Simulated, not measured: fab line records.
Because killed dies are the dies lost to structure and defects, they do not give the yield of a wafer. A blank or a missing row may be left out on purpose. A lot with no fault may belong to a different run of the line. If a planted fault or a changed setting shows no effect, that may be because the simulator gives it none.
Struck lot and sound lot, side by side || flow n5_finfet || 14 steps out of a route of 1938
Sound: these wafers, L639.2, L639.4, L639.6. Wafers L635.2, L635.4, L635.5 were the ones struck. The cause is given at the end.
At each step with rows: each side's tool, then ch and its chambers, then its first start. Under that, the readings that differ: sound wafers || struck wafers || difference of the means || sigmas: that difference in standard deviations of wafers without a fault.
alike: readings whose means differ by less than 2 such deviations, and words and numbers that are the same on both sides. not compared: withheld readings, readings that some wafer has no value for, bounds like >300 that may hide the same value, and numbers for which the record gives no deviation and whose values overlap.
A row with sigmas, a row that says differs or no value, or rows on one side alone: a step with any of these is where the two part. Non-overlapping numbers with no deviation appear without sigmas and do not part them. A reading missing from all wafers of one side parts the sides only when that side holds two or more wafers.

N5_SD_EPI_N_EPI_MEAS_23:
  sound on film_metro-01, day 8 11:19; struck on film_metro-01, day 7 11:13
  alike: thk_nm
then, 3 steps without rows for these wafers: N5_SD_EPI_N_PRECLEAN_24 (cleans in O3/DIW, time 60 s); N5_SD_EPI_N_SRD_25 (time 30 s); N5_SD_EPI_N_PRECLEAN_49 (cleans in NF3:NH3, afs cycles 1, time 20 s, sublimation time 60 s).
N5_SD_EPI_N_LINER_46: material SiNx, target thk 3 nm.
  sound on ald_sin-01 ch 0,1,2, day 8 12:04; struck on ald_sin-01 ch 1,2,3, day 7 11:31
  alike: heater_power_w
N5_SD_EPI_N_INSPECT_26: inspects for defects (darkfield).
  sound on defect_inspect-01, day 8 12:19; struck on defect_inspect-02, day 7 11:46
{"reading": "raw_defect_count", "sound": "301 308 336", "struck": "229 226 191", "difference": -100, "sigmas": -2}
then, 6 steps without rows for these wafers: N5_SD_EPI_P_COAT_34 (time 60 s, resist thk 350 nm); N5_SD_EPI_P_COAT_35 (time 60 s, resist thk 35 nm); N5_SD_EPI_P_COAT_03 (resist thk 150 nm); N5_SD_EPI_P_EBR_05; N5_SD_EPI_P_SOFTBAKE_04 (time 60 s); N5_SD_EPI_P_EXPOSE_06 (exposes mask SD P BLK, target cd 240 nm).
N5_SD_EPI_P_PEB_07: peb time 60 s.
  struck on litho_track-03, day 7 12:07; sound on litho_track-03 ch 0, day 8 12:31
  no value came back on the struck wafers for chill_plate_temp_C (C), exhaust_pa (Pa), resist_line_temp_C (C); on the sound wafers chill_plate_temp_C (C) reads 22.82 23.06 22.74
then, 1 step without rows for these wafers: N5_SD_EPI_P_DEVELOP_08 (develop time 30 s).

== WHERE THEY PART ==
First at N5_SD_EPI_N_INSPECT_26; last, within this record, at N5_SD_EPI_P_PEB_07.

WHY: what had been put in by the simulator
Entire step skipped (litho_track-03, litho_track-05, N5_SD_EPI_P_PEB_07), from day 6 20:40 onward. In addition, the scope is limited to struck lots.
